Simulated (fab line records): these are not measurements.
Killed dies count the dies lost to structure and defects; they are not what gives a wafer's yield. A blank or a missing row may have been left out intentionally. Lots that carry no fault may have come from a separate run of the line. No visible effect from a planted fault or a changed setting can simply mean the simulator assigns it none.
Matching of chambers    flow nand_harc    rie_diel-11 running NHARC_HYBRID_BOND_ACTIVATE_00: 4 sister chambers
The step chemistry N2, time 60 s. 8 wafers are shown with their chamber, then 10 later ones without.

## WAFERS PAIRED WITH THEIR CHAMBERS
wafer   chamber  showerhead_plenum_p_Torr (Torr)  oes_product_au (a.u.)
L611.1  1        1.64                             1.009
L611.3  3        1.72                             0.997
L618.3  3        1.71                             1.003
L622.2  1        1.64                             1.017
L622.4  2        1.77                             0.990
L622.5  2        1.77                             1.002
L624.3  0        1.80                             1.015
L624.4  0        1.80                             1.000

## WAFERS MISSING THEIR CHAMBER
wafer   showerhead_plenum_p_Torr (Torr)  oes_product_au (a.u.)
L624.6  1.64                             1.019
L623.1  1.80                             1.010
L623.2  1.71                             0.987
L623.3  1.77                             0.986
L625.2  1.80                             1.007
L625.5  1.80                             1.010
L625.6  1.71                             1.003
L627.1  1.71                             0.992
L627.3  1.77                             0.988
L627.4  1.80                             1.011

## EACH ONE'S CHAMBER
wafer   from the rows above  in truth
L624.6  1                    1
L623.1  0                    0
L623.2  3                    3
L623.3  2                    2
L625.2  0                    0
L625.5  0                    0
L625.6  3                    3
L627.1  3                    3
L627.3  2                    2
L627.4  0                    0
Correct placement for 10 of the 10. Can't be placed from these rows: 0. Wrongly placed: 0.
How it was worked out, from the rows above alone: a wafer's distance from a chamber is the root of the sum, over the readings, of the square of ((its reading less the chamber's mean) divided by the reading's scatter). The wafer belongs to the nearest chamber; if the next one is less than 2 further off, it can't be placed. A chamber's mean is the mean of its shown wafers. How the scatter is found: for the shown wafers, subtract from each reading the mean of its chamber, square and add these, divide the total by (wafers less chambers), then take the root.
